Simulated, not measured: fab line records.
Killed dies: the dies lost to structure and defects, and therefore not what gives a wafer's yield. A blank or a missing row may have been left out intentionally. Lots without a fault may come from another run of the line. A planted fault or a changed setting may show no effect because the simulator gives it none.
A lot that was struck, set against a sound lot | flow nand harc | 15 steps out of a route of 1302
Sound: the wafers L809.1, L809.2, L809.6. Wafers L814.4, L814.5, L814.6 were the ones struck. The cause is given at the end.
For every step that has rows: the tool of each side, followed by ch and its chambers, followed by its first start. Under that, the readings that differ: sound wafers | struck wafers | difference of the means | sigmas: that difference in standard deviations of wafers without a fault.
alike: same words and numbers on both sides, and readings whose means sit less than 2 such deviations apart. not compared: any withheld reading, any reading some wafer has no value for, any bound like >300 that may hide the same value, and any number with overlapping values for which the record gives no deviation.
Wherever a step has rows on one side only, a row that says differs or no value, or a row with sigmas, the two part there. Numbers that have no deviation but don't overlap get no sigmas and don't part them. A reading that every wafer of one side lacks parts them only if that side has two wafers or more.

first, 2 steps without rows for these wafers: NHARC_P_GATE_STRIP_95 (strips in O2); NHARC_P_GATE_STRIP_96 (strips in SPM, time 900 s).
NHARC_P_GATE_RTA_64: time 1 s.
  sound on rtp anneal-01 ch 0, day 6 09:33; struck on rtp anneal-01 ch 0, day 8 13:08
  alike: lamp power pct, lamp_zone_1_pct, lamp_zone_4_pct, wafer_temp_C_max
then, 1 step without rows for these wafers: NHARC_P_GATE_ETCH_77 (etches SiO2 in dHF, target depth 6 nm).
NHARC_P_GATE_DEGAS_109: time 60 s.
  struck on pvd sputter-01, day 8 13:22; sound on pvd sputter-01, day 6 09:51
  alike: heater power w
then, 3 steps without rows for these wafers: NHARC_P_GATE_PRE_CLEAN_110 (time 30 s); NHARC_P_GATE_SPUTTER_78 (material Ni, target thk 10 nm); NHARC_P_GATE_SPUTTER_79 (material TiN, target thk 10 nm).
NHARC_P_GATE_RTA_80: time 30 s.
  sound on rtp anneal-02 ch 0, day 6 10:09; struck on rtp anneal-01 ch 0, day 8 13:44
  reading             | sound          | struck         | difference | sigmas
  lamp power pct (%)  | 2.40 2.41 2.40 | 1.97 1.97 1.97 | -0.43      | -2
  lamp_zone_1_pct (%) | 2.41 2.41 2.41 | 1.97 1.97 1.97 | -0.44      | -2
  lamp_zone_4_pct (%) | 2.41 2.41 2.41 | 1.97 1.97 1.97 | -0.44      | -2
  alike: wafer_temp_C_max
then, 1 step without rows for these wafers: NHARC_P_GATE_STRIP_67 (strips in SPM, time 600 s).
NHARC_P_GATE_RTA_82: time 30 s.
  sound on rtp anneal-01 ch 0, day 6 10:37; struck on rtp anneal-02 ch 0, day 8 14:11
  reading             | sound       | struck      | difference | sigmas
  lamp power pct (%)  | 3.9 3.9 3.9 | 4.7 4.7 4.7 | +0.8       | +2
  lamp_zone_1_pct (%) | 3.9 3.9 3.9 | 4.7 4.7 4.7 | +0.8       | +2
  lamp_zone_4_pct (%) | 3.9 3.9 3.9 | 4.7 4.7 4.7 | +0.8       | +2
  alike: wafer_temp_C_max
NHARC_P_GATE_INSPECT_68:
  struck on defect inspect-02, day 8 14:18; sound on defect inspect-02, day 6 10:48
  alike: raw defect count
NHARC_P_CONTACT_DEP_30: deposits SiNx, target thk 30 nm.
  sound on pecvd-02 ch 0,1,2, day 6 10:52; struck on pecvd-04 ch 0,1,2, day 8 14:29
  no value came back on the struck wafers for heater power outer w (W), heater power w (W); on the sound wafers heater power outer w (W) reads 435 418 320
NHARC_P_CONTACT_DEP_00: deposits SiO2, target thk 500 nm.
  sound on pecvd-02 ch 0,1,2; struck on pecvd-04 ch 0,1,2, day 8 14:44
  alike: chamber pressure Torr, flow sccm, heater power w, throttle valve pct
-- break in the record here, with 18 days between the starts of the struck wafers on either side (left off in module P_CONTACT, picked up again in module END, where the first step shown is number 1302 on the route) --
NHARC_END_SORT_01:
  here the record holds rows for the struck wafers (prober-02 ch 0, day 26 20:39) but none for the sound ones

WHERE THEY PART
Earliest at NHARC_P_GATE_RTA_80; latest, in this record, at NHARC_END_SORT_01.

WHY: what the simulator had put in
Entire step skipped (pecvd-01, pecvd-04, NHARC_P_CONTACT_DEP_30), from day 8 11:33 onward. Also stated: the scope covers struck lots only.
